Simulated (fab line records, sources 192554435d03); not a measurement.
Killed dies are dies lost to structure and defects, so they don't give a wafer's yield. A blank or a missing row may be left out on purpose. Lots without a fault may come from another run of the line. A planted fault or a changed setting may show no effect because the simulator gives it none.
Which tool did it? | flow n5_finfet | 24 lots, 72 wafers sampled, at 1 step of a route of 1938

WHAT THE GAUGES READ, wafer by wafer
N5_BEOL_M0_CUTY_OVL_MEAS_58. Usual: M0_ABLK_OVL -0.2 nm, standard deviation 0.72.
lot  | measured     | on         | M0_ABLK_OVL (nm) | flag
L074 | day 5 22:48  | overlay-02 | -0.1 -0.2 -0.4   |
L075 | day 6 01:47  | overlay-01 | -0.8 -0.7 -1.2   |
L076 | day 6 05:35  | overlay-01 | -0.8 0.2 -0.7    |
L077 | day 6 13:19  | overlay-01 | -0.8 0.1 -1.0    |
L078 | day 6 16:50  | overlay-01 | 0.7 0.0 -0.3     |
L079 | day 6 22:07  | overlay-02 | 0.0 -0.7 -0.5    |
L080 | day 7 03:37  | overlay-02 | -0.3 -0.4 0.5    |
L081 | day 7 15:09  | overlay-02 | -0.5 -1.0 -0.3   |
L082 | day 7 16:06  | overlay-02 | -2.1 -1.5 -1.6   |
L083 | day 7 23:08  | overlay-01 | 0.1 -0.5 0.8     |
L084 | day 8 06:53  | overlay-02 | 0.5 0.7 0.2      |
L085 | day 8 23:46  | overlay-02 | 0.1 -0.4 -0.3    |
L086 | day 9 00:24  | overlay-01 | 0.5 1.1 0.8      |
L087 | day 9 09:34  | overlay-01 | 0.3 0.4 0.1      |
L088 | day 9 13:41  | overlay-01 | 0.2 -0.1 -0.3    |
L089 | day 9 17:35  | overlay-01 | 0.1 -0.8 -0.2    |
L090 | day 9 22:57  | overlay-01 | -1.1 -1.0 -0.9   |
L091 | day 10 01:53 | overlay-02 | 0.2 -0.6 -0.4    |
L092 | day 10 07:31 | overlay-02 | 0.0 0.4 0.7      |
L093 | day 10 20:54 | overlay-02 | 0.0 0.2 0.5      |
L094 | day 10 22:58 | overlay-01 | 0.1 0.1 -1.3     |
L095 | day 11 04:47 | overlay-02 | 1.1 0.3 0.4      |
L096 | day 11 13:49 | overlay-01 | 0.0 0.6 -0.5     |
L097 | day 11 14:45 | overlay-01 | -1.5 -1.0 -1.2   |

WHICH TOOL RAN EACH LOT (tool, then ch and the chambers of the sampled wafers, then the start)
The record holds no process step before these readings.

WHAT THE TOOLS THEMSELVES READ (means of the sampled wafers that have a number; where no wafer has one, the mark that the record gives instead)
The record holds no such reading with a usual standard deviation.

THE ANSWER, worked out from the rows above alone
Rule: a lot is off if the mean of its wafers that have a number lies more than 3 standard deviations from the usual mean. A lot without any number at a reading at which 4 lots or more have one is off too. The other lots that the step has rows for count as sound. The gauges are gone through in route order, then the tools' own readings, and for those a lot's mean is taken as printed above. The first step at which some lot is off is used, and at that step the reading that is off furthest; a lot without a number counts as furthest.
No lot is off at any reading shown: from this, nothing can be told.

WHAT THE SIMULATOR HAD PUT IN
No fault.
